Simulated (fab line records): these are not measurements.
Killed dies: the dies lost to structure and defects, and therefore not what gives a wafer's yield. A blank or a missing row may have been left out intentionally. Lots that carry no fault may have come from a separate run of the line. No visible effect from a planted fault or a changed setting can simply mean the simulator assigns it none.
Matching of chambers / flow n5_finfet / cmp-03 running N5_BEOL_M8_CMP_52: 4 sister chambers
The step polishes, stops on SiCOH lowk, t overpolish 6.9 s, target thk 80 nm. 4 wafers are shown with their chamber, then 11 later ones without.

WAFERS, EACH WITH ITS CHAMBER
wafer=L088.4; chamber=0; time_to_endpoint_s (s)=61
wafer=L087.4; chamber=1; time_to_endpoint_s (s)=70
wafer=L087.5; chamber=2; time_to_endpoint_s (s)=61
wafer=L089.1; chamber=3; time_to_endpoint_s (s)=64

WAFERS WITHOUT THEIR CHAMBER
wafer=L089.2; time_to_endpoint_s (s)=68
wafer=L089.6; time_to_endpoint_s (s)=57
wafer=L093.1; time_to_endpoint_s (s)=59
wafer=L093.2; time_to_endpoint_s (s)=66
wafer=L093.5; time_to_endpoint_s (s)=58
wafer=L095.1; time_to_endpoint_s (s)=58
wafer=L095.3; time_to_endpoint_s (s)=56
wafer=L095.6; time_to_endpoint_s (s)=58
wafer=L097.1; time_to_endpoint_s (s)=57
wafer=L097.4; time_to_endpoint_s (s)=61
wafer=L097.6; time_to_endpoint_s (s)=62

CHAMBER TAKEN BY EACH
wafer=L089.2; from the rows above=can't be placed: 1 or 3 or 0 or 2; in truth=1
wafer=L089.6; from the rows above=can't be placed: 0 or 2 or 3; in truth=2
wafer=L093.1; from the rows above=can't be placed: 0 or 2 or 3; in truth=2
wafer=L093.2; from the rows above=can't be placed: 3 or 1 or 0 or 2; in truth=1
wafer=L093.5; from the rows above=can't be placed: 0 or 2 or 3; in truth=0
wafer=L095.1; from the rows above=can't be placed: 0 or 2 or 3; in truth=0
wafer=L095.3; from the rows above=can't be placed: 0 or 2 or 3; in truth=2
wafer=L095.6; from the rows above=can't be placed: 0 or 2 or 3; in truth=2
wafer=L097.1; from the rows above=can't be placed: 0 or 2 or 3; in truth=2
wafer=L097.4; from the rows above=can't be placed: 0 or 2 or 3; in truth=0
wafer=L097.6; from the rows above=can't be placed: 0 or 2 or 3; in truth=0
Correct placement for 0 of the 11. From these rows, 11 cannot be placed; in 11 the true chamber is one of the candidates. 0 placed wrongly.
How it was worked out, from the rows above alone: a wafer's distance from a chamber is the root of the sum, over the readings, of the square of ((its reading less the chamber's mean) divided by the reading's scatter). If the next closest chamber is less than 2 further off than the closest, the wafer can't be placed; otherwise it belongs to the closest. Each chamber's mean is taken over the wafers shown for it. The scatter: root of mean squared gap, hidden wafer to nearest shown wafer, with one shown wafer a chamber.
